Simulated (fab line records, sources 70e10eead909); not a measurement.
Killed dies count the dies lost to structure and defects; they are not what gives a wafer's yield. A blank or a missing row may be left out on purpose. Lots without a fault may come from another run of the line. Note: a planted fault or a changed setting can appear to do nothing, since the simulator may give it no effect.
A struck lot beside a sound one / flow nand_harc / 15 out of 1302 route steps
Sound: the wafers L712.4, L712.5, L712.6. Struck: wafers L704.2, L704.4, L704.5. The cause comes at the end.
At each step with rows: each side's tool, then ch and its chambers, then its first start. Under that, the readings that differ: sound wafers / struck wafers / difference of the means / sigmas: that difference in standard deviations of wafers without a fault.
alike: words and numbers the same on both sides, and readings whose means are apart by under 2 such deviations; not compared: readings that were withheld, readings missing a value for some wafer, numbers with overlapping values and no deviation given by the record, and bounds like >300 which may hide the same value.
The two part at a step that has a row with sigmas, a row that says differs or no value, or rows on one side only. When numbers do not overlap yet have no deviation, they are printed without sigmas and do not part them. A reading missing from all wafers of one side parts the sides only when that side holds two or more wafers.

first, 2 steps without rows for these wafers: NHARC_P_GATE_DESCUM_93 (chemistry O2, time 3 s); NHARC_P_GATE_IMPLANT_94.
NHARC_P_GATE_STRIP_113: strips in N2/H2, time 740 s.
  sound on plasma_asher-01 ch 0,1, day 11 21:31; struck on plasma_asher-02 ch 0,1, day 9 04:48
  alike: drypump_motor_current_A, heater_power_w, run_length_s, temp_c
  not compared: rf_hours_counter_h
NHARC_P_GATE_STRIP_95: strips in O2.
  sound on plasma_asher-01 ch 0,1, day 11 22:01; struck on plasma_asher-02 ch 0,1, day 9 05:25
  alike: drypump_motor_current_A, heater_power_w, temp_c
  not compared: rf_hours_counter_h
then, 1 step without rows for these wafers: NHARC_P_GATE_STRIP_96 (strips in SPM, time 900 s).
NHARC_P_GATE_RTA_64: time 1 s.
  sound on rtp_anneal-01 ch 0, day 11 22:39; struck on rtp_anneal-02 ch 0, day 9 05:59
reading=wafer_temp_C_max; sound=1054.0 1052.9 1052.9; struck=1054.7 1054.6 1056.3; difference=+1.9; sigmas=+2
  alike: lamp_power_pct, lamp_zone_7_pct
then, 1 step without rows for these wafers: NHARC_P_GATE_ETCH_77 (etches SiO2 in dHF, target depth 6 nm).
NHARC_P_GATE_DEGAS_109: time 60 s.
  struck on pvd_sputter-01, day 9 06:16; sound on pvd_sputter-02, day 11 22:52
  alike: heater_power_w
then, 3 steps without rows for these wafers: NHARC_P_GATE_PRE_CLEAN_110 (time 30 s); NHARC_P_GATE_SPUTTER_78 (material Ni, target thk 10 nm); NHARC_P_GATE_SPUTTER_79 (material TiN, target thk 10 nm).
NHARC_P_GATE_RTA_80: time 30 s.
  sound on rtp_anneal-02 ch 0, day 11 23:15; struck on rtp_anneal-01 ch 0, day 9 06:35
reading=lamp_zone_7_pct (%); sound=2.01 2.01 2.01; struck=1.93 1.93 1.93; difference=-0.08; sigmas=-2
  alike: wafer_temp_C_max
NHARC_P_GATE_STRIP_67: strips in SPM, time 600 s.
  sound on wet_bench-01 ch 1,4,5, day 11 23:22; struck on wet_bench-01 ch 4,6,7, day 9 06:46
reading=run_length_s (s); sound=603.0 601.0 602.2; struck=223.7 223.7 224.3; difference=-378.2; sigmas=-99 or more
  alike: temp_c
then, 2 steps without rows for these wafers: NHARC_P_GATE_RTA_82 (time 30 s); NHARC_END_SORT_01.

WHERE THEY PART
At NHARC_P_GATE_RTA_64 first; at NHARC_P_GATE_STRIP_67 last (within this record only).

WHY: whatever the simulator had introduced
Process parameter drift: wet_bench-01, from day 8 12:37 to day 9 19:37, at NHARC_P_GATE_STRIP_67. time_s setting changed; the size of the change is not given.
